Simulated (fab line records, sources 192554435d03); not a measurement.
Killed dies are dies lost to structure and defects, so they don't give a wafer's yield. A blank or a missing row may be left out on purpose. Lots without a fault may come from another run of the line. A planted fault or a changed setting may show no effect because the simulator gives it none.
fab line records | flow n5_finfet
record lots=5 wafers=15 last_day=18
route steps=1938 shown BEOL_M5@1120
lots that met no fault: from a run of the same line without faults
start_h: hours from the record's first day to the start of the lot's first wafer shown | wait_h: hours since the lot's step before | " the same as in the row above | L1.1+2: a row that stands for several wafers | - no value, or no start given | * or withheld: withheld | < > ~ a bound
route shown NAME@n: a module of which the file shows steps, and the number in the route of the first | usual: mean/standard deviation of fault-free wafers | same: alike in all rows | chamber/n: place in a boat | sites: the reading at each site | _std_site: their standard deviation | _edge_site: outer sites' mean less inner sites' | radius_mm: how far each site lies from the wafer's centre | mask NAME#n: copy n | behind: the tool/chamber that last shaped the wafer | hold: why the lot was held/for how many hours/how that ended | device: the transistor (n, p or np) that didn't switch | end of line: the same wafers' tests at the end of the route | a step without rows: its recipe alone | killed: dies lost to structure and defects at the first sort, not the wafer's yield | map: a wafer's dies, x killed, . not, _ none there
set.NAME: the setting as run; set.NAME@STEP: as run at that earlier step | model.NAME: the simulator's own value behind a step, which no gauge read
lots at some steps of the route; a table a step, a row a wafer
services: from which hour (start_h, from the record's first day; less than 0 if before it) a tool's chamber was out of use, for how many hours, and why
## steps
# step N5_BEOL_M5_COAT_05
# recipe resist=CAR-EUV spin_rpm=1500 resist_thk_nm=30
# columns lot.wafer tool chamber start_h wait_h
L078.1+2+5 litho_track-01 0 - -
L084.2+3+6 litho_track-01 0 - -
L090.4+5+6 litho_track-04 0 - -
L093.1+2+5 litho_track-04 0 - -
L095.1+4+5 litho_track-04 0 - -
# step N5_BEOL_M5_EBR_07
# recipe solvent=PGMEA ebr_width_mm=1.5
# columns lot.wafer tool chamber start_h wait_h
L078.1+2+5 litho_track-01 0 - -
L084.2+3+6 litho_track-01 0 - -
L090.4+5+6 litho_track-04 0 - -
L093.1+2+5 litho_track-04 0 - -
L095.1+4+5 litho_track-04 0 - -
# step N5_BEOL_M5_SOFTBAKE_06
# recipe temp_c=110 time_s=60 resist=CAR-EUV
# usual plate_temp_C=109.99/0.14
# columns lot.wafer tool chamber start_h wait_h plate_temp_C
L078.1 litho_track-01 0 - - 109.90
L078.2 " 0 " " 109.96
L078.5 " 0 " " 109.94
L084.2 litho_track-01 0 - - 109.90
L084.3 " 0 " " 110.10
L084.6 " 0 " " 109.83
L090.4 litho_track-04 0 - - 109.98
L090.5 " 0 " " 109.91
L090.6 " 0 " " 110.29
L093.1 litho_track-04 0 - - 109.85
L093.2 " 0 " " 110.01
L093.5 " 0 " " 109.55
L095.1 litho_track-04 0 - - 110.14
L095.4 " 0 " " 109.74
L095.5 " 0 " " 110.18
# step N5_BEOL_M5_EXPOSE_08
# recipe mask_id=M5 na=0.33 source_shape=annular sigma_inner=0.4 sigma_outer=0.8 polarization=unpolarized target_cd_nm=28 dose_mj=35.75
# usual reticle_temp_C=23.00/0.098
# columns lot.wafer tool chamber start_h wait_h mask reticle_temp_C
L078.1 euv_scanner-02 0 210.31 - M5#0 22.95
L078.2 " 0 " " M5#0 22.82
L078.5 " 0 " " M5#0 23.10
L084.2 euv_scanner-02 0 257.07 - M5#0 23.02
L084.3 " 0 " " M5#0 23.12
L084.6 " 0 " " M5#0 23.04
L090.4 euv_scanner-02 0 282.60 - M5#0 22.79
L090.5 " 0 " " M5#0 23.03
L090.6 " 0 " " M5#0 22.92
L093.1 euv_scanner-02 0 311.69 - M5#0 23.16
L093.2 " 0 " " M5#0 22.95
L093.5 " 0 " " M5#0 22.95
L095.1 euv_scanner-02 0 311.89 - M5#0 22.85
L095.4 " 0 " " M5#0 23.08
L095.5 " 0 " " M5#0 22.93
# step N5_BEOL_M5_PEB_09
# recipe peb_temp_c=100 peb_time_s=60 resist=CAR-EUV
# usual plate_temp_C=99.96/0.13
# columns lot.wafer tool chamber start_h wait_h plate_temp_C
L078.1 litho_track-03 0 210.37 0.1 99.88
L078.2 " 0 " " 99.90
L078.5 " 0 " " 99.86
L084.2 litho_track-04 0 257.12 0.0 99.95
L084.3 " 0 " " 99.84
L084.6 " 0 " " 99.99
L090.4 litho_track-04 0 282.64 0.0 99.94
L090.5 " 0 " " 100.03
L090.6 " 0 " " 100.01
L093.1 litho_track-03 0 311.75 0.1 99.84
L093.2 " 0 " " 99.88
L093.5 " 0 " " 99.97
L095.1 litho_track-01 0 311.95 0.1 100.02
L095.4 " 0 " " 99.99
L095.5 " 0 " " 100.04
# step N5_BEOL_M5_DEVELOP_10
# recipe develop_time_s=30 developer=TMAH resist=CAR-EUV rinse_liquid=surfactant_rinse dry=air_spin dev_temp_c=23
# columns lot.wafer tool chamber start_h wait_h
L078.1+2+5 litho_track-03 0 - -
L084.2+3+6 litho_track-04 0 - -
L090.4+5+6 litho_track-04 0 - -
L093.1+2+5 litho_track-03 0 - -
L095.1+4+5 litho_track-01 0 - -
# step N5_BEOL_M5_CD_MEAS_11
# recipe target_cd_nm=27.74 landing_energy_ev=500 detector=se_inlens
# usual cd_nm=27.99/0.24
# columns lot.wafer tool chamber start_h wait_h cd_nm
L078.1 cd_sem-02 0 210.44 - 28.04
L078.2 " 0 " " 28.27
L078.5 " 0 " " 27.72
L084.2 cd_sem-01 0 257.19 - 27.99
L084.3 " 0 " " 28.08
L084.6 " 0 " " 28.60
L090.4 cd_sem-02 0 282.71 - 27.80
L090.5 " 0 " " 27.51
L090.6 " 0 " " 27.91
L093.1 cd_sem-03 0 311.82 - 27.83
L093.2 " 0 " " 28.35
L093.5 " 0 " " 27.99
L095.1 cd_sem-02 0 312.02 - 27.83
L095.4 " 0 " " 28.00
L095.5 " 0 " " 27.76
# step N5_BEOL_M5_OVL_MEAS_12
# recipe points_per_wafer=522
# usual M5_OVL=0.2/0.75
# columns lot.wafer tool chamber start_h wait_h M5_OVL[nm]
L078.1 overlay-01 0 210.47 0.0 -0.2
L078.2 " 0 " " 0.5
L078.5 " 0 " " 0.9
L084.2 overlay-01 0 257.23 0.0 -1.1
L084.3 " 0 " " -1.2
L084.6 " 0 " " -0.1
L090.4 overlay-02 0 282.76 0.0 -0.3
L090.5 " 0 " " -0.6
L090.6 " 0 " " -0.4
L093.1 overlay-02 0 311.85 0.0 0.3
L093.2 " 0 " " -0.8
L093.5 " 0 " " -0.4
L095.1 overlay-01 0 312.05 0.0 -0.4
L095.4 " 0 " " 0.3
L095.5 " 0 " " -0.3
# step N5_BEOL_M5_INSPECT_13
# recipe mode=adi inspect_instrument=brightfield
# usual raw_defect_count=386/110
# columns lot.wafer tool chamber start_h wait_h raw_defect_count
L078.1 defect_inspect-01 - 210.53 0.1 463
L078.2 " - " " 359
L078.5 " - " " 424
L084.2 defect_inspect-01 - 257.28 0.0 440
L084.3 " - " " 413
L084.6 " - " " 554
L090.4 defect_inspect-02 - 282.80 0.0 453
L090.5 " - " " 291
L090.6 " - " " 318
L093.1 defect_inspect-01 - 311.91 0.1 374
L093.2 " - " " 332
L093.5 " - " " 262
L095.1 defect_inspect-01 - 312.11 0.1 435
L095.4 " - " " 355
L095.5 " - " " 392
# step N5_BEOL_M5_DESCUM_16
# recipe chemistry=O2 time_s=7 source_power_w=50 bias_power_w=20 pressure_mtorr=20 rf_frequency_hz=2.712e+07 temp_c=40 resist=CAR-EUV o2_flow_sccm=225
# usual drypump_motor_current_A=5.7/0.35 oes_product_au=0.78/0.081 rf_vpp_V=243.1/1.6 showerhead_plenum_p_Torr=2.09/0.079 throttle_valve_pct=20.44/0.26
# columns lot.wafer tool chamber start_h wait_h drypump_motor_current_A oes_product_au rf_hours_counter_h rf_vpp_V showerhead_plenum_p_Torr throttle_valve_pct
L078.1 rie_diel-05 0 210.69 0.2 6.1 0.72 171 243.5 2.08 20.37
L078.2 " 3 " " 5.6 0.91 23 241.1 2.05 20.22
L078.5 " 2 " " 6.0 0.70 - 244.1 2.16 20.25
L084.2 rie_diel-05 0 257.38 0.1 6.2 0.71 186 243.5 2.07 20.39
L084.3 " 2 " " 6.0 0.69 226 243.4 2.15 20.26
L084.6 " 0 " " 6.2 0.71 - 242.7 2.07 20.40
L090.4 rie_diel-02 1 282.83 0.0 6.4 0.77 130 244.4 2.19 20.86
L090.5 " 3 " " 5.5 0.73 - 243.9 2.08 20.59
L090.6 " 2 " " 5.5 0.76 - 242.8 2.01 20.38
L093.1 rie_diel-02 0 312.46 0.6 5.4 0.90 18 242.8 2.13 20.08
L093.2 " 1 " " 6.3 0.75 139 244.5 2.19 20.85
L093.5 " 3 " " 5.5 0.72 - 242.9 2.07 20.59
L095.1 rie_diel-06 0 312.81 0.7 5.8 0.77 145 244.6 2.18 20.51
L095.4 " 2 " " 5.8 0.70 204 242.1 1.99 20.84
L095.5 " 2 " " 5.8 0.70 - 243.6 1.99 20.83
# step N5_BEOL_M5_ETCH_72
# recipe chemistry=N2/H2 target=underlayer target_depth_a=65 mask_material=CAR-EUV time_s=5.2 ion_energy_ev=200 pressure_mtorr=30 source_w=840 bias_w=150 n2_flow_sccm=200 h2_flow_sccm=200 ends=cleared
# usual drypump_motor_current_A=5.7/0.35 etch_rf_on_time_s=5.17/0.07 n2_flow_sccm=199.9/0.62 oes_product_au=0.67/0.069 rf_vpp_V=523.9/3 showerhead_plenum_p_Torr=2.54/0.098 throttle_valve_pct=17.87/0.26
# columns lot.wafer tool chamber start_h wait_h drypump_motor_current_A etch_rf_on_time_s n2_flow_sccm oes_product_au rf_hours_counter_h rf_vpp_V showerhead_plenum_p_Torr throttle_valve_pct
L078.1 rie_diel-05 0 210.72 0.0 6.2 5.11 200.6 0.62 171 525.6 2.53 17.89
L078.2 " 3 " " 5.6 5.20 200.6 0.79 23 522.8 2.49 17.78
L078.5 " 2 " " 6.0 5.17 199.3 0.61 - 525.9 2.62 17.59
L084.2 rie_diel-05 0 257.42 0.0 6.2 5.09 198.8 0.61 186 520.4 2.52 17.91
L084.3 " 2 " " 6.0 5.15 199.8 0.59 226 525.5 2.62 17.62
L084.6 " 0 " " 6.2 5.12 199.1 0.62 - 525.3 2.52 17.91
L090.4 rie_diel-02 1 282.87 0.0 6.4 5.16 200.7 0.65 130 529.4 2.67 18.24
L090.5 " 3 " " 5.5 5.26 200.8 0.61 - 522.3 2.52 18.03
L090.6 " 2 " " 5.5 5.19 199.8 0.65 - 519.9 2.44 17.73
L093.1 rie_diel-02 0 312.50 0.0 5.4 5.16 199.5 0.78 18 524.6 2.59 17.51
L093.2 " 1 " " 6.4 5.20 200.7 0.64 139 525.1 2.66 18.28
L093.5 " 3 " " 5.5 5.38 200.2 0.60 - 525.0 2.52 18.03
L095.1 rie_diel-06 0 312.85 0.0 5.7 5.23 200.5 0.65 145 527.4 2.66 18.05
L095.4 " 2 " " 5.9 5.28 200.9 0.59 204 521.3 2.42 18.29
L095.5 " 2 " " 5.9 5.28 200.4 0.59 - 522.5 2.42 18.30
# step N5_BEOL_M5_ETCH_61
# recipe chemistry=CF4 target=SiARC target_depth_a=156 mask_material=CAR-EUV time_s=26 ion_energy_ev=80 pressure_mtorr=40 source_w=545 bias_w=36 Ar_flow_sccm=100 cf4_flow_sccm=100 ends=cleared
# usual drypump_motor_current_A=5.7/0.35 etch_rf_on_time_s=25.9/0.34 oes_product_au=0.67/0.068 rf_vpp_V=183.9/1.3 showerhead_plenum_p_Torr=2.14/0.079 throttle_valve_pct=15.64/0.24
# columns lot.wafer tool chamber start_h wait_h drypump_motor_current_A etch_rf_on_time_s oes_product_au rf_hours_counter_h rf_vpp_V showerhead_plenum_p_Torr throttle_valve_pct
L078.1 rie_diel-05 0 210.74 0.0 6.1 25.6 0.62 171 183.6 2.14 15.68
L078.2 " 3 " " 5.6 25.6 0.79 23 183.4 2.11 15.39
L078.5 " 2 " " 6.0 26.0 0.61 - 183.9 2.20 15.51
L084.2 rie_diel-05 0 257.44 0.0 6.1 25.4 0.61 186 183.2 2.14 15.68
L084.3 " 2 " " 6.1 25.9 0.60 226 184.9 2.20 15.54
L084.6 " 0 " " 6.2 25.3 0.61 - 185.2 2.14 15.69
L090.4 rie_diel-02 1 282.88 0.0 6.4 25.8 0.65 130 186.4 2.24 15.99
L090.5 " 3 " " 5.6 26.5 0.61 - 184.1 2.13 15.82
L090.6 " 2 " " 5.5 26.0 0.64 - 183.9 2.06 15.54
L093.1 rie_diel-02 0 312.51 0.0 5.4 25.4 0.79 18 184.3 2.18 15.24
L093.2 " 1 " " 6.3 25.7 0.64 139 185.6 2.23 15.99
L093.5 " 3 " " 5.5 26.6 0.61 - 183.8 2.12 15.84
L095.1 rie_diel-06 0 312.86 0.0 5.7 26.3 0.66 145 185.7 2.23 15.73
L095.4 " 2 " " 5.9 26.3 0.59 204 183.3 2.04 16.03
L095.5 " 2 " " 5.9 26.0 0.60 - 183.4 2.04 16.04
# step N5_BEOL_M5_ETCH_62
# recipe chemistry=N2/H2 target=SOC target_depth_a=750 overetch_a=150 mask_material=SiARC temp_c=40 time_s=112.5 ion_energy_ev=200 pressure_mtorr=30 source_w=840 bias_w=150 n2_flow_sccm=200 h2_flow_sccm=200
# usual drypump_motor_current_A=5.7/0.35 n2_flow_sccm=200.1/0.61 oes_product_au=0.62/0.061 rf_vpp_V=523.7/2.8 showerhead_plenum_p_Torr=2.54/0.098 throttle_valve_pct=17.83/0.26
# columns lot.wafer tool chamber start_h wait_h drypump_motor_current_A n2_flow_sccm oes_product_au rf_hours_counter_h rf_vpp_V showerhead_plenum_p_Torr throttle_valve_pct
L078.1 rie_diel-05 0 210.77 0.0 6.2 200.5 0.57 171 523.0 2.53 17.84
L078.2 " 3 " " 5.6 198.9 0.72 23 521.7 2.49 17.75
L078.5 " 2 " " 6.1 201.7 0.56 - 526.6 2.62 17.55
L084.2 rie_diel-05 0 257.46 0.0 6.2 200.6 0.56 186 522.6 2.52 17.88
L084.3 " 2 " " 6.0 200.4 0.56 226 526.1 2.62 17.57
L084.6 " 0 " " 6.1 200.2 0.56 - 524.1 2.52 17.86
L090.4 rie_diel-02 1 282.91 0.0 6.3 199.5 0.60 130 527.2 2.67 18.22
L090.5 " 3 " " 5.5 199.9 0.58 - 523.3 2.52 17.98
L090.6 " 2 " " 5.5 200.9 0.60 - 521.3 2.44 17.68
L093.1 rie_diel-02 0 312.54 0.0 5.4 199.5 0.72 18 526.1 2.59 17.47
L093.2 " 1 " " 6.3 199.2 0.60 139 527.9 2.66 18.22
L093.5 " 3 " " 5.5 200.5 0.58 - 522.8 2.52 18.00
L095.1 rie_diel-06 0 312.89 0.0 5.7 199.8 0.62 145 526.8 2.66 18.00
L095.4 " 2 " " 5.8 199.2 0.55 204 519.2 2.42 18.26
L095.5 " 2 " " 5.9 199.6 0.55 - 519.5 2.42 18.25
# step N5_BEOL_M5_STRIP_63
# recipe chemistry=N2/H2 temp_c=40 n2_flow_sccm=200 h2_flow_sccm=200 rf_frequency_hz=6e+07
# columns lot.wafer tool chamber start_h wait_h
L078.1+2+5 rie_diel-05 0,3,2 210.88 0.1
L084.2+3+6 rie_diel-05 0,2,0 257.57 0.1
L090.4+5+6 rie_diel-02 1,3,2 283.02 0.1
L093.1+2+5 rie_diel-02 0,1,3 312.65 0.1
L095.1+4+5 rie_diel-06 0,2,2 313.00 0.1
# step N5_BEOL_M5_STRIP_73
# recipe chemistry=N2/H2 temp_c=40 n2_flow_sccm=200 h2_flow_sccm=200 rf_frequency_hz=6e+07
# columns lot.wafer tool chamber start_h wait_h
L078.1+2+5 rie_diel-05 0,3,2 210.89 0.0
L084.2+3+6 rie_diel-05 0,2,0 257.58 0.0
L090.4+5+6 rie_diel-02 1,3,2 283.03 0.0
L093.1+2+5 rie_diel-02 0,1,3 312.66 0.0
L095.1+4+5 rie_diel-06 0,2,2 313.01 0.0
# step N5_BEOL_M5_STRIP_64
# recipe chemistry=CF4 resist=SiARC power_w=300 bias_power_w=75 pressure_mtorr=50 cf4_flow_sccm=150 rf_frequency_hz=6e+07
# usual drypump_motor_current_A=5.7/0.35 oes_product_au=0.77/0.076 rf_vpp_V=271.1/1.7 showerhead_plenum_p_Torr=1.79/0.066 throttle_valve_pct=13.62/0.25
# columns lot.wafer tool chamber start_h wait_h drypump_motor_current_A oes_product_au rf_hours_counter_h rf_vpp_V showerhead_plenum_p_Torr throttle_valve_pct
L078.1 rie_diel-05 0 210.90 0.0 6.2 0.72 172 270.5 1.79 13.65
L078.2 " 3 " " 5.5 0.90 23 271.0 1.76 13.30
L078.5 " 2 " " 6.0 0.70 - 271.9 1.85 13.52
L084.2 rie_diel-05 0 257.59 0.0 6.1 0.70 186 270.8 1.79 13.68
L084.3 " 2 " " 6.0 0.69 227 273.4 1.84 13.55
L084.6 " 0 " " 6.2 0.70 - 271.2 1.79 13.66
L090.4 rie_diel-02 1 283.04 0.0 6.3 0.75 130 271.2 1.88 13.96
L090.5 " 3 " " 5.5 0.72 - 269.7 1.79 13.82
L090.6 " 2 " " 5.5 0.75 - 270.3 1.72 13.55
L093.1 rie_diel-02 0 312.67 0.0 5.4 0.90 19 270.9 1.83 13.19
L093.2 " 1 " " 6.3 0.74 139 273.6 1.87 13.96
L093.5 " 3 " " 5.5 0.72 - 268.6 1.79 13.85
L095.1 rie_diel-06 0 313.02 0.0 5.7 0.77 145 272.3 1.87 13.70
L095.4 " 2 " " 5.9 0.70 204 270.8 1.71 14.00
L095.5 " 2 " " 5.9 0.69 - 268.6 1.71 14.00
# step N5_BEOL_M5_HM_OPEN_17
# recipe chemistry=Cl2/BCl3 target_depth_a=200 overetch_a=60 target=TiN mask_material=SOC ion_energy_ev=150 pressure_mtorr=10 icp_w=1000 bias_w=126 Cl2_flow_sccm=53.25 bcl3_flow_sccm=21.75 Ar_flow_sccm=25
# usual drypump_motor_current_A=5.8/0.35 oes_product_au=0.68/0.093 throttle_valve_pct=22.18/0.16
# columns lot.wafer tool chamber start_h wait_h drypump_motor_current_A oes_product_au rf_hours_counter_h throttle_valve_pct
L078.1 rie_metal-03 1 210.94 0.0 5.6 0.75 9 22.05
L078.2 " 0 " " 5.4 0.64 58 22.31
L078.5 " 0 " " 5.5 0.65 - 22.31
L084.2 rie_metal-01 1 257.63 0.0 6.3 0.53 113 22.10
L084.3 " 1 " " 6.2 0.53 - 22.10
L084.6 " 1 " " 6.2 0.53 - 22.11
L090.4 rie_metal-02 1 283.11 0.1 5.7 0.77 - 22.18
L090.5 " 0 " " 5.3 0.62 - 22.43
L090.6 " 1 " " 5.7 0.77 - 22.18
L093.1 rie_metal-03 1 312.71 0.0 5.6 0.72 17 22.06
L093.2 " 1 " " 5.6 0.72 - 22.06
L093.5 " 1 " " 5.6 0.72 - 22.07
L095.1 rie_metal-01 1 313.11 0.1 6.3 0.53 116 22.10
L095.4 " 1 " " 6.2 0.53 - 22.09
L095.5 " 0 " " 6.1 0.73 - 22.01
# step N5_BEOL_M5_STRIP_19
# recipe chemistry=O2 power_w=400 temp_c=40 pressure_mtorr=30 rf_frequency_hz=6e+07 bias_power_w=0 overash_fraction=0.2 o2_flow_sccm=225
# usual drypump_motor_current_A=5.7/0.34 oes_product_au=0.79/0.09 rf_vpp_V=3.6/0.51 showerhead_plenum_p_Torr=2.09/0.088 throttle_valve_pct=16.70/0.3
# columns lot.wafer tool chamber start_h wait_h drypump_motor_current_A oes_product_au rf_hours_counter_h rf_vpp_V showerhead_plenum_p_Torr throttle_valve_pct
L078.1 rie_diel-06 2 211.05 0.1 5.9 0.71 174 3.0 2.01 17.05
L078.2 " 0 " " 5.8 0.79 114 4.8 2.19 16.70
L078.5 " 3 " " 5.3 0.96 - 3.5 2.23 16.23
L084.2 rie_diel-02 3 257.90 0.2 5.5 0.74 186 3.5 2.08 16.84
L084.3 " 0 " " 5.4 0.97 2 3.1 2.14 16.26
L084.6 " 0 " " 5.4 0.97 - 2.8 2.14 16.27
L090.4 rie_diel-06 2 283.28 0.1 5.9 0.70 194 3.5 2.00 17.10
L090.5 " 1 " " 5.9 0.74 - 4.2 1.94 17.18
L090.6 " 2 " " 5.9 0.71 - 2.9 2.00 17.08
L093.1 rie_diel-05 0 313.00 0.3 6.1 0.71 197 4.5 2.07 16.70
L093.2 " 3 " " 5.6 0.86 56 3.3 2.04 16.49
L093.5 " 0 " " 6.2 0.70 - 4.8 2.07 16.70
L095.1 rie_diel-02 0 313.27 0.1 5.4 0.91 19 3.2 2.14 16.30
L095.4 " 1 " " 6.3 0.76 139 3.8 2.19 17.07
L095.5 " 3 " " 5.5 0.73 - 3.5 2.08 16.86
# step N5_BEOL_M5_CD_MEAS_18
# recipe pitch_nm=56 target_cd_nm=28
# usual cd_nm=28.12/0.26
# columns lot.wafer tool chamber start_h wait_h cd_nm
L078.1 cd_sem-02 - 211.12 0.0 28.26
L078.2 " - " " 28.50
L078.5 " - " " 28.37
L084.2 cd_sem-01 - 257.97 0.1 27.91
L084.3 " - " " 28.30
L084.6 " - " " 28.46
L090.4 cd_sem-02 - 283.35 0.1 27.90
L090.5 " - " " 27.77
L090.6 " - " " 27.40
L093.1 cd_sem-02 - 313.07 0.0 27.89
L093.2 " - " " 28.03
L093.5 " - " " 27.95
L095.1 cd_sem-02 - 313.34 0.0 27.98
L095.4 " - " " 28.00
L095.5 " - " " 28.10
# step N5_BEOL_M5_COAT_65
# recipe resist=SOC temp_c=250 time_s=60 spin_rpm=1500 resist_thk_nm=60
# usual plate_temp_C=249.97/0.16
# columns lot.wafer tool chamber start_h wait_h plate_temp_C
L078.1 litho_track-01 0 213.96 2.8 250.22
L078.2 " 0 " " 249.83
L078.5 " 0 " " 250.11
L084.2 litho_track-04 0 259.33 1.4 250.17
L084.3 " 0 " " 249.65
L084.6 " 0 " " 250.26
L090.4 litho_track-01 0 285.54 2.2 249.77
L090.5 " 0 " " 249.80
L090.6 " 0 " " 249.83
L095.1 litho_track-01 0 315.06 1.7 249.74
L095.4 " 0 " " 249.99
L095.5 " 0 " " 249.95
L093.1 litho_track-04 0 315.07 2.0 249.93
L093.2 " 0 " " 249.98
L093.5 " 0 " " 250.02
# step N5_BEOL_M5_COAT_66
# recipe resist=SiARC temp_c=220 time_s=60 spin_rpm=1500 resist_thk_nm=12
# usual plate_temp_C=219.99/0.16
# columns lot.wafer tool chamber start_h wait_h plate_temp_C
L078.1 litho_track-01 0 - - 219.85
L078.2 " 0 " " 219.74
L078.5 " 0 " " 220.00
L084.2 litho_track-04 0 - - 220.22
L084.3 " 0 " " 220.37
L084.6 " 0 " " 220.24
L090.4 litho_track-01 0 - - 219.93
L090.5 " 0 " " 220.20
L090.6 " 0 " " 219.82
L095.1 litho_track-01 0 - - 219.78
L095.4 " 0 " " 220.05
L095.5 " 0 " " 220.02
L093.1 litho_track-04 0 - - 219.87
L093.2 " 0 " " 219.97
L093.5 " 0 " " 219.87
# step N5_BEOL_M5_COAT_74
# recipe resist=underlayer temp_c=205 time_s=60 spin_rpm=1500 resist_thk_nm=5
# usual plate_temp_C=205.02/0.17
# columns lot.wafer tool chamber start_h wait_h plate_temp_C
L078.1 litho_track-01 0 - - 205.10
L078.2 " 0 " " 205.15
L078.5 " 0 " " 205.06
L084.2 litho_track-04 0 - - 205.22
L084.3 " 0 " " 205.43
L084.6 " 0 " " 205.00
L090.4 litho_track-01 0 - - 204.98
L090.5 " 0 " " 204.83
L090.6 " 0 " " 204.97
L095.1 litho_track-01 0 - - 204.88
L095.4 " 0 " " 204.80
L095.5 " 0 " " 204.98
L093.1 litho_track-04 0 - - 205.40
L093.2 " 0 " " 205.13
L093.5 " 0 " " 205.45
# step N5_BEOL_M5_COAT_22
# recipe resist=CAR-EUV spin_rpm=1500 resist_thk_nm=30
# columns lot.wafer tool chamber start_h wait_h
L078.1+2+5 litho_track-01 0 - -
L084.2+3+6 litho_track-04 0 - -
L090.4+5+6 litho_track-01 0 - -
L095.1+4+5 litho_track-01 0 - -
L093.1+2+5 litho_track-04 0 - -
# step N5_BEOL_M5_EBR_24
# recipe solvent=PGMEA ebr_width_mm=1.5
# columns lot.wafer tool chamber start_h wait_h
L078.1+2+5 litho_track-01 0 - -
L084.2+3+6 litho_track-04 0 - -
L090.4+5+6 litho_track-01 0 - -
L095.1+4+5 litho_track-01 0 - -
L093.1+2+5 litho_track-04 0 - -
# step N5_BEOL_M5_SOFTBAKE_23
# recipe temp_c=110 time_s=60 resist=CAR-EUV
# usual plate_temp_C=109.99/0.1
# columns lot.wafer tool chamber start_h wait_h plate_temp_C
L078.1 litho_track-01 0 - - 109.94
L078.2 " 0 " " 110.13
L078.5 " 0 " " 109.94
L084.2 litho_track-04 0 - - 110.11
L084.3 " 0 " " 109.96
L084.6 " 0 " " 110.35
L090.4 litho_track-01 0 - - 110.07
L090.5 " 0 " " 109.81
L090.6 " 0 " " 110.04
L095.1 litho_track-01 0 - - 109.94
L095.4 " 0 " " 109.75
L095.5 " 0 " " 110.01
L093.1 litho_track-04 0 - - 109.95
L093.2 " 0 " " 110.06
L093.5 " 0 " " 109.95
# step N5_BEOL_M5_EXPOSE_25
# recipe mask_id=V4 na=0.33 source_shape=quasar sigma_inner=0.2 sigma_outer=0.6 polarization=unpolarized defocus_nm=10 dose_mj=52.75
# usual reticle_temp_C=23.03/0.11
# columns lot.wafer tool chamber start_h wait_h mask reticle_temp_C
L078.1 euv_scanner-01 0 214.12 - V4#0 22.86
L078.2 " 0 " " V4#0 23.13
L078.5 " 0 " " V4#0 23.07
L084.2 euv_scanner-01 0 259.47 - V4#0 23.05
L084.3 " 0 " " V4#0 23.16
L084.6 " 0 " " V4#0 23.09
L090.4 euv_scanner-01 0 285.71 - V4#0 23.16
L090.5 " 0 " " V4#0 23.12
L090.6 " 0 " " V4#0 23.07
L095.1 euv_scanner-02 0 315.24 - V4#0 22.98
L095.4 " 0 " " V4#0 23.13
L095.5 " 0 " " V4#0 23.10
L093.1 euv_scanner-02 0 315.29 - V4#0 22.99
L093.2 " 0 " " V4#0 22.91
L093.5 " 0 " " V4#0 22.97
# step N5_BEOL_M5_PEB_26
# recipe peb_temp_c=100 peb_time_s=60 resist=CAR-EUV
# usual plate_temp_C=100.02/0.1
# columns lot.wafer tool chamber start_h wait_h plate_temp_C
L078.1 litho_track-03 0 214.19 0.1 99.96
L078.2 " 0 " " 100.11
L078.5 " 0 " " 100.01
L084.2 litho_track-04 0 259.54 0.1 100.07
L084.3 " 0 " " 100.07
L084.6 " 0 " " 99.90
L090.4 litho_track-03 0 285.76 0.0 100.10
L090.5 " 0 " " 100.19
L090.6 " 0 " " 100.07
L095.1 litho_track-04 0 315.31 0.1 100.05
L095.4 " 0 " " 99.88
L095.5 " 0 " " 99.99
L093.1 litho_track-03 0 315.37 0.1 99.84
L093.2 " 0 " " 99.83
L093.5 " 0 " " 99.78
# step N5_BEOL_M5_DEVELOP_27
# recipe develop_time_s=30 developer=TMAH resist=CAR-EUV rinse_liquid=surfactant_rinse dry=air_spin dev_temp_c=23
# columns lot.wafer tool chamber start_h wait_h
L078.1+2+5 litho_track-03 0 - -
L084.2+3+6 litho_track-04 0 - -
L090.4+5+6 litho_track-03 0 - -
L095.1+4+5 litho_track-04 0 - -
L093.1+2+5 litho_track-03 0 - -
# step N5_BEOL_M5_CD_MEAS_28
# recipe target_cd_nm=30.6 landing_energy_ev=500 detector=se_inlens target_cd_y_nm=20 polarity=opening
# usual cd_nm=30.63/0.22
# columns lot.wafer tool chamber start_h wait_h cd_nm
L078.1 cd_sem-02 0 214.26 - 30.78
L078.2 " 0 " " 30.58
L078.5 " 0 " " 30.47
L084.2 cd_sem-03 0 259.60 - 30.70
L084.3 " 0 " " 30.57
L084.6 " 0 " " 30.65
L090.4 cd_sem-01 0 285.82 - 30.69
L090.5 " 0 " " 30.71
L090.6 " 0 " " 30.77
L095.1 cd_sem-01 0 315.38 - 30.47
L095.4 " 0 " " 30.56
L095.5 " 0 " " 30.70
L093.1 cd_sem-03 0 315.43 - 30.47
L093.2 " 0 " " 30.58
L093.5 " 0 " " 31.09
## services
# columns tool chamber start_h hours kind
rie_diel-02 2 186.31 1.2 repair
euv_scanner-02 - 204.37 1.0 pm
rie_diel-02 - 211.42 0.1 repair
rie_diel-02 0 219.73 - clean
rie_diel-02 0 219.73 - consumable_replace:focus_ring
rie_diel-02 0 219.73 32.4 scheduled_down
rie_diel-02 0 219.73 32.4 vent_cycle
rie_metal-02 - 224.83 1.2 repair
rie_metal-03 - 225.57 28.1 pm
rie_diel-02 1 234.79 10.1 repair
rie_metal-02 - 239.47 1.7 repair
euv_scanner-02 0 243.76 - calibration
euv_scanner-02 - 260.52 1.0 pm
euv_scanner-01 - 265.37 1.0 pm
euv_scanner-01 - 269.98 4.6 pm
euv_scanner-02 - 272.27 0.2 repair
euv_scanner-01 - 287.15 0.4 repair
rie_diel-05 0 290.58 14.1 repair
euv_scanner-01 - 291.21 1.4 repair
rie_metal-01 - 292.87 14.6 pm
rie_metal-03 - 303.59 1.4 pm
euv_scanner-01 - 307.87 10.2 repair
rie_metal-03 0 309.96 21.4 repair
rie_metal-02 1 310.40 10.4 repair
## key
fault none
